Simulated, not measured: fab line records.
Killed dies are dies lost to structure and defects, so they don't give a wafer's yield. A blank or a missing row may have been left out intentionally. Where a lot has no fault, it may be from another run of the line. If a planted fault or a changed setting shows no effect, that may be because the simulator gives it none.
fab line records	flow nandHarc
record lots=12	wafers=36	lastDay=33
route steps=1302 shown A_CHANNEL_HOLE_D1@478 A_CHANNEL_FILL_D1@493 A_ONON_D2@553 END@1302
lots untouched by any fault: they come from a run of this same line in which no faults occurred
startH: hours from the record's first day to the start of the lot's first wafer shown	waitH: hours from the lot's prior step to this one	" same as the row above	L1.1+2: several wafers, shown together as one row	- no value, or no start was given	* or withheld: withheld	< > ~ a bound
route shown NAME@n: names a module that has steps shown in the file, with the first one's number in the route	usual: mean and standard deviation over wafers with no fault	same: alike in all rows	chamber/n: place in a boat	sites: each site's reading	_std_site: their standard deviation	_edge_site: the outer-site mean with the inner-site mean subtracted	radiusMm: how far each site lies from the wafer's centre	mask NAME#n: copy n	behind: the most recent tool/chamber to have shaped the wafer	hold: why the lot went on hold/how many hours it stayed there/how the hold came to an end	device: the n, p or np transistor that did not switch	end of line: the tests these same wafers got at the end of their route	where a step has no rows: the recipe by itself	killed: count of dies lost to structure and defects at first sort (not the wafer's yield)	map: per-die view of a wafer (x killed, . not killed, _ where there is no die)
set.NAME: the setting that was run; set.NAME@STEP: the one run at that earlier step	model.NAME: the simulator's own value behind a step, which no gauge read
route steps across a sampled set of lots; one table per step, one row per wafer
services: a tool's chamber out of use, with start hour (startH, from the record's first day; less than 0 if before it), hours out, and reason
## steps
# step NHARC_A_CHANNEL_HOLE_D1_ETCH_26
# recipe biasV=300	sourceW=2000	pressureMtorr=30	timeS=224.1	arFlowSccm=375	c4f8FlowSccm=11.4	o2FlowSccm=113.6	tempC=-20	targetDepthA=3000	chemistry=C4F8/O2/Ar
# usual drypumpMotorCurrentA=5.4/0.5	mfcArSccm=375.0/1.1	showerheadPlenumPTorr=3.66/0.13	throttleValvePct=24.585/0.01
lot.wafer	tool	chamber	startH	waitH	drypumpMotorCurrentA	mfcArSccm	rfHoursCounterH	showerheadPlenumPTorr	throttleValvePct
L973.2	harEtch-02	1	214.73	1.2	4.9	374.6	-	3.49	24.576
L973.4	"	1	"	"	4.9	374.8	-	3.49	24.595
L973.5	"	1	"	"	4.8	374.7	-	3.49	24.588
L974.1	harEtch-01	0	215.09	0.7	6.0	375.2	111	3.77	24.579
L974.2	"	1	"	"	5.9	375.8	111	3.64	24.580
L974.3	"	0	"	"	6.0	374.1	-	3.77	24.606
L976.2	harEtch-02	0	235.77	0.7	5.0	373.6	316	3.80	24.571
L976.4	"	0	"	"	5.0	372.8	-	3.80	24.582
L976.5	"	0	"	"	5.0	373.2	-	3.80	24.588
L978.1	harEtch-02	0	257.67	0.6	5.0	375.1	328	3.80	24.579
L978.4	"	1	"	"	4.9	373.7	-	3.48	24.591
L978.5	"	0	"	"	5.0	375.1	-	3.80	24.596
L983.2	harEtch-01	0	301.31	0.7	6.0	374.8	164	3.74	24.572
L983.3	"	0	"	"	5.9	374.4	-	3.74	24.597
L983.5	"	1	"	"	5.8	375.5	-	3.61	24.583
L986.1	harEtch-02	0	325.66	0.7	5.0	376.2	366	3.78	24.583
L986.6	"	0	"	"	5.0	375.9	-	3.78	24.567
L986.5	"	1	"	"	4.9	374.4	-	3.46	24.590
L985.2	harEtch-01	1	326.60	0.7	5.8	375.9	179	3.61	24.605
L985.1	"	0	"	"	6.1	373.5	179	3.73	24.579
L985.4	"	1	"	"	5.8	374.6	-	3.61	24.590
L984.2	harEtch-02	0	329.86	0.6	5.0	372.5	370	3.77	24.567
L984.3	"	0	"	"	5.0	375.2	-	3.77	24.597
L984.5	"	0	"	"	5.0	374.4	-	3.77	24.572
L987.2	harEtch-02	0	342.39	0.7	5.0	376.3	377	3.77	24.589
L987.3	"	0	"	"	5.0	375.2	-	3.77	24.590
L987.6	"	0	"	"	5.0	376.1	-	3.77	24.594
L988.1	harEtch-01	0	354.66	0.6	6.0	377.3	191	3.73	24.582
L988.4	"	1	"	"	5.9	373.9	-	3.60	24.594
L988.5	"	1	"	"	5.9	374.4	-	3.60	24.588
L991.2	harEtch-01	1	387.35	0.6	5.9	375.1	214	3.59	24.596
L991.4	"	1	"	"	5.8	374.1	-	3.59	24.568
L991.5	"	0	"	"	6.0	377.4	-	3.71	24.590
L993.2	harEtch-02	1	401.31	0.7	4.9	375.1	4	3.99	24.582
L993.3	"	0	"	"	5.0	374.9	-	3.76	24.569
L993.5	"	0	"	"	5.0	374.4	-	3.76	24.598
# step NHARC_A_CHANNEL_FILL_D1_ALD_03
# recipe targetThkA=60	pulseTimeS=60	aldCycles=58	tempC=630	pressureTorr=2	material=SiNx
# usual precursorPulseHeightRel=1.002/0.019
lot.wafer	tool	chamber	startH	waitH	precursorPulseHeightRel
L973.2	aldSinBatch-02	0	-	-	1.007
L973.4	"	0	"	"	1.006
L973.5	"	0	"	"	0.974
L974.1	aldSinBatch-02	0	-	-	1.027
L974.2	"	0	"	"	0.961
L974.3	"	0	"	"	0.978
L976.2	aldSinBatch-01	0	-	-	0.972
L976.4	"	0	"	"	1.027
L976.5	"	0	"	"	0.991
L978.1	aldSinBatch-03	0	-	-	1.007
L978.4	"	0	"	"	1.013
L978.5	"	0	"	"	0.990
L983.2	aldSinBatch-01	0	-	-	1.005
L983.3	"	0	"	"	1.013
L983.5	"	0	"	"	0.980
L985.1	aldSinBatch-02	0	-	-	1.000
L985.2	"	0	"	"	1.010
L985.4	"	0	"	"	1.019
L986.1	aldSinBatch-02	0	-	-	1.006
L986.5	"	0	"	"	1.002
L986.6	"	0	"	"	1.029
L984.2	aldSinBatch-02	0	-	-	1.025
L984.3	"	0	"	"	1.020
L984.5	"	0	"	"	1.028
L987.2	aldSinBatch-02	0	-	-	1.000
L987.3	"	0	"	"	1.019
L987.6	"	0	"	"	0.987
L988.1	aldSinBatch-03	0	-	-	0.989
L988.4	"	0	"	"	1.007
L988.5	"	0	"	"	1.025
L991.2	aldSinBatch-03	0	-	-	1.025
L991.4	"	0	"	"	1.021
L991.5	"	0	"	"	0.994
L993.2	aldSinBatch-01	0	-	-	0.994
L993.3	"	0	"	"	1.025
L993.5	"	0	"	"	0.999
# step NHARC_A_CHANNEL_FILL_D1_ALD_16
# recipe targetThkA=15	pulseTimeS=10	aldCycles=15	tempC=300	material=SiO2
# usual heaterPowerOuterW=262/31	heaterPowerW=455/38	precursorPulseHeightRel=1.001/0.02
lot.wafer	tool	chamber	startH	waitH	heaterPowerOuterW	heaterPowerW	precursorPulseHeightRel
L974.2	aldHk-03	2	230.68	0.0	269	485	0.996
L974.3	"	0	"	"	195	403	0.974
L974.1	"	1	"	"	279	476	1.018
L973.2	aldHk-01	1	230.71	0.1	270	424	0.996
L973.4	"	2	"	"	248	453	1.010
L973.5	"	0	"	"	236	415	1.023
L976.4	aldHk-01	3	250.54	0.4	264	486	1.014
L976.2	"	1	"	"	275	421	0.972
L976.5	"	0	"	"	232	416	1.004
L978.1	aldHk-01	1	271.96	0.1	276	429	0.980
L978.4	"	3	"	"	264	485	1.011
L978.5	"	1	"	"	270	417	0.963
L983.2	aldHk-03	3	315.75	0.1	241	416	0.978
L983.3	"	0	"	"	195	398	0.991
L983.5	"	3	"	"	230	409	0.993
L985.2	aldHk-03	0	339.98	0.0	197	403	1.011
L985.1	"	1	"	"	281	489	1.008
L985.4	"	2	"	"	274	475	0.970
L986.1	aldHk-01	0	339.98	0.0	225	414	1.000
L986.6	"	0	"	"	228	403	1.004
L986.5	"	1	"	"	264	427	0.997
L984.3	aldHk-03	1	344.14	0.0	277	471	1.009
L984.2	"	3	"	"	231	418	0.990
L984.5	"	1	"	"	276	493	0.993
L987.2	aldHk-03	3	356.69	0.1	236	411	0.996
L987.3	"	0	"	"	196	410	0.972
L987.6	"	3	"	"	233	412	1.016
L988.4	aldHk-03	2	370.13	0.9	280	483	0.999
L988.1	"	3	"	"	233	414	1.003
L988.5	"	3	"	"	236	422	0.999
L991.4	aldHk-02	1	402.91	0.1	293	475	0.996
L991.2	"	3	"	"	281	489	1.064
L991.5	"	2	"	"	253	478	0.970
L993.2	aldHk-02	3	417.77	2.2	288	492	1.013
L993.3	"	0	"	"	337	528	1.002
L993.5	"	1	"	"	292	498	1.013
# step NHARC_A_ONON_D2_DEP_12
# recipe targetThkA=10000	n2FlowSccm=2750	n2oFlowSccm=2000	nh3FlowSccm=500	sih4FlowSccm=210	tempC=400
# usual n2FlowSccm=2751/8.3	n2oFlowSccm=2001/5.5
lot.wafer	tool	chamber	startH	waitH	n2FlowSccm	n2oFlowSccm
L973.2	pecvdOnon-02	0	300.95	0.1	2751	1998
L973.4	"	0	"	"	2767	2004
L973.5	"	0	"	"	2750	2005
L974.1	pecvdOnon-01	0	301.02	0.1	2735	2006
L974.2	"	0	"	"	2759	2002
L974.3	"	0	"	"	2743	2010
L978.1	pecvdOnon-02	0	344.55	0.1	2743	2010
L978.4	"	0	"	"	2746	2001
L978.5	"	0	"	"	2768	2004
L976.2	pecvdOnon-02	0	344.97	0.1	2759	1994
L976.4	"	0	"	"	2753	2005
L976.5	"	0	"	"	2752	2003
L983.2	pecvdOnon-01	0	389.93	0.1	2747	2000
L983.3	"	0	"	"	2747	1997
L983.5	"	0	"	"	2755	2000
L985.1	pecvdOnon-01	0	414.91	0.1	2754	1989
L985.2	"	0	"	"	2763	1993
L985.4	"	0	"	"	2767	2003
L984.2	pecvdOnon-04	0	415.04	0.1	2745	2003
L984.3	"	0	"	"	2754	2008
L984.5	"	0	"	"	2750	2006
L986.1	pecvdOnon-02	0	415.12	0.1	2745	2011
L986.5	"	0	"	"	2757	2005
L986.6	"	0	"	"	2748	1998
L987.2	pecvdOnon-04	0	433.45	0.1	2744	2001
L987.3	"	0	"	"	2757	2004
L987.6	"	0	"	"	2745	2009
L988.1	pecvdOnon-02	0	444.40	0.1	2760	1999
L988.4	"	0	"	"	2754	1998
L988.5	"	0	"	"	2749	1996
L991.2	pecvdOnon-04	0	479.38	0.1	2758	1987
L991.4	"	0	"	"	2752	1994
L991.5	"	0	"	"	2749	1996
L993.2	pecvdOnon-02	0	488.67	0.1	2756	2003
L993.3	"	0	"	"	2751	2008
L993.5	"	0	"	"	2745	2006
# step NHARC_A_ONON_D2_THK_MEAS_14
# recipe thkMeasGauge=ellipsometry
# usual thkNm=1001/6.7
lot.wafer	tool	chamber	startH	waitH	thkNm
L973.2	filmMetro-02	-	301.40	-	1011
L973.4	"	-	"	"	1012
L973.5	"	-	"	"	1013
L974.1	filmMetro-02	-	301.53	-	1002
L974.2	"	-	"	"	1003
L974.3	"	-	"	"	1001
L978.1	filmMetro-02	-	345.07	-	1603
L978.4	"	-	"	"	1603
L978.5	"	-	"	"	1603
L976.2	filmMetro-01	-	345.42	-	1594
L976.4	"	-	"	"	1595
L976.5	"	-	"	"	1592
L983.2	filmMetro-02	-	390.38	-	995
L983.3	"	-	"	"	993
L983.5	"	-	"	"	995
L985.1	filmMetro-01	-	415.42	-	1007
L985.2	"	-	"	"	1005
L985.4	"	-	"	"	1007
L984.2	filmMetro-02	-	415.49	-	1002
L984.3	"	-	"	"	1002
L984.5	"	-	"	"	1002
L986.1	filmMetro-01	-	415.63	-	1004
L986.5	"	-	"	"	1003
L986.6	"	-	"	"	1003
L987.2	filmMetro-01	-	433.91	-	990
L987.3	"	-	"	"	991
L987.6	"	-	"	"	991
L988.1	filmMetro-01	-	444.91	-	1001
L988.4	"	-	"	"	999
L988.5	"	-	"	"	999
L991.2	filmMetro-01	-	479.82	-	998
L991.4	"	-	"	"	998
L991.5	"	-	"	"	998
L993.2	filmMetro-02	-	489.12	-	990
L993.3	"	-	"	"	990
L993.5	"	-	"	"	991
# step NHARC_END_SORT_01
# recipe tempC=25
# usual killedAtArray=62/22	killedAtOther=1.0/1.4	killedAtPeriphery=4.2/2.8	killedDies=67/23	killedOpen=3.1/1.7	killedShort=2.1/1.5
# same grossDies=677
lot.wafer	tool	chamber	startH	waitH	killedAtArray	killedAtOther	killedAtPeriphery	killedDies	killedOpen	killedShort
L978.1	prober-02	0	620.66	2.5	668	2	7	677	2	6
L978.4	prober-02	0	623.07	3.4	669	0	8	677	3	4
L978.5	prober-02	0	623.87	3.7	673	0	4	677	5	1
L976.2	prober-01	0	630.54	2.8	674	0	3	677	3	1
L976.4	prober-01	0	632.14	3.4	670	0	7	677	4	1
L976.5	prober-01	0	632.94	3.7	674	1	2	677	3	1
# killed by level:class
L978.1 A_ONON_D2:areaDep=574 A_CHANNEL_HOLE_D1:chamberFilmFlake=30 A_CHANNEL_HOLE_D2:chamberFilmFlake=30 A_SLIT:chamberFilmFlake=24 A_CONTACT:chamberFilmFlake=3 P_GATE:chamberFilmFlake=2 P_M0:chamberFilmFlake=2 P_CONTACT:geometricParticle:open=1
L978.4 A_ONON_D2:areaDep=574 A_CHANNEL_HOLE_D1:chamberFilmFlake=31 A_SLIT:chamberFilmFlake=27 A_CHANNEL_HOLE_D2:chamberFilmFlake=26 P_M0:chamberFilmFlake=4 A_CONTACT:chamberFilmFlake=3 A_CHANNEL_FILL_D2:geometricParticle:short=2 P_ZERO_WELL:chamberFilmFlake=2
L978.5 A_ONON_D2:areaDep=589 A_SLIT:chamberFilmFlake=31 A_CHANNEL_HOLE_D1:chamberFilmFlake=22 A_CHANNEL_HOLE_D2:chamberFilmFlake=21 P_M0:chamberFilmFlake=3 A_CONTACT:chamberFilmFlake=3 A_CHANNEL_HOLE_D1:geometricParticle:open=1 A_DECK1_JOINT:geometricParticle:open=1
L976.2 A_ONON_D2:areaDep=568 A_CHANNEL_HOLE_D2:chamberFilmFlake=32 A_SLIT:chamberFilmFlake=32 A_CHANNEL_HOLE_D1:chamberFilmFlake=30 A_CONTACT:chamberFilmFlake=7 P_M1:chamberFilmFlake=2 A_CHANNEL_HOLE_D1:geometricParticle:open=1 A_ONON_D2:geometricParticle:short=1
L976.4 A_ONON_D2:areaDep=573 A_CHANNEL_HOLE_D1:chamberFilmFlake=31 A_SLIT:chamberFilmFlake=30 A_CHANNEL_HOLE_D2:chamberFilmFlake=26 A_CONTACT:chamberFilmFlake=5 P_GATE:chamberFilmFlake=3 P_STI:geometricParticle:short=1 P_M0:geometricParticle:open=1
L976.5 A_ONON_D2:areaDep=591 A_SLIT:chamberFilmFlake=27 A_CHANNEL_HOLE_D2:chamberFilmFlake=26 A_CHANNEL_HOLE_D1:chamberFilmFlake=18 A_CONTACT:chamberFilmFlake=6 A_DECK1_JOINT:chamberFilmFlake=2 P_CONTACT:geometricParticle:open=1 A_DECK1_JOINT:geometricParticle:open=1
## services
tool	chamber	startH	hours	kind
harEtch-02	0	196.38	-	consumableReplace:focusRing
harEtch-02	0	196.38	17.0	scheduledDown
harEtch-02	0	196.38	17.0	ventCycle
aldHk-03	-	216.51	10.0	pm
aldSinBatch-02	-	266.24	26.0	pm
pecvdOnon-01	-	269.00	13.0	pm
aldHk-01	-	297.79	10.0	pm
pecvdOnon-02	-	309.62	2.4	repair
pecvdOnon-04	-	311.39	13.0	pm
aldHk-02	-	326.68	1.1	repair
aldHk-02	-	352.90	10.0	pm
pecvdOnon-02	-	366.51	13.0	pm
harEtch-02	-	380.54	17.0	pm
harEtch-02	0	380.54	17.0	ventCycle
harEtch-02	1	380.54	17.0	ventCycle
aldHk-03	-	394.51	10.0	pm
harEtch-02	0	397.54	-	clean
harEtch-02	0	397.54	-	consumableReplace:focusRing
harEtch-02	1	397.54	-	clean
harEtch-02	1	397.54	-	consumableReplace:esc
harEtch-02	1	397.54	-	consumableReplace:focusRing
aldHk-01	-	431.87	0.3	repair
pecvdOnon-01	-	439.15	2.5	repair
pecvdOnon-01	-	450.00	13.0	pm
## key
firstSign step=NHARC_A_ONON_D2_THK_MEAS_14	reading=thkNm	direction=up	sigmas=90	usual=1001	struck=1598
effect step=NHARC_END_SORT_01	reading=killedAtArray	direction=up	sigmas=27	usual=62	struck=671
moreKillsBornAt NHARC_A_ONON_D2_DEP_12@pecvdOnon-02=3469
metAt NHARC_A_ONON_D2_DEP_12
struckLots L976,L978
struckWafers L976.2,L976.4,L976.5,L978.1,L978.4,L978.5
laterRowsLeftOut L976.2,L976.4,L976.5,L978.1,L978.4,L978.5
testerLeftOut L976,L978
notActingAt NHARC_A_CHANNEL_HOLE_D1_ETCH_26,NHARC_A_CHANNEL_FILL_D1_ALD_03,NHARC_A_CHANNEL_FILL_D1_ALD_16
onsetBetween 300.95 344.55
fault kind=processParameterDrift	tool=pecvdOnon-02	chamber=0	onsetH=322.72	steps=NHARC_A_ONON_D2_DEP_12	channel=targetThkA	offset=*	shape=step	endH=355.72	actsIn=*	stated=*
# testerLeftOut: of these lots the tester's yield and bins aren't shown, on N5 and GAA mostly nor the transistor test; their killed dies are dies lost to structure and defects alone, not to doping, threshold or leakage, so they don't give the yield
# laterRowsLeftOut: the simulator's readings of these wafers behind a module that went badly wrong aren't trusted and aren't shown, but for the sort
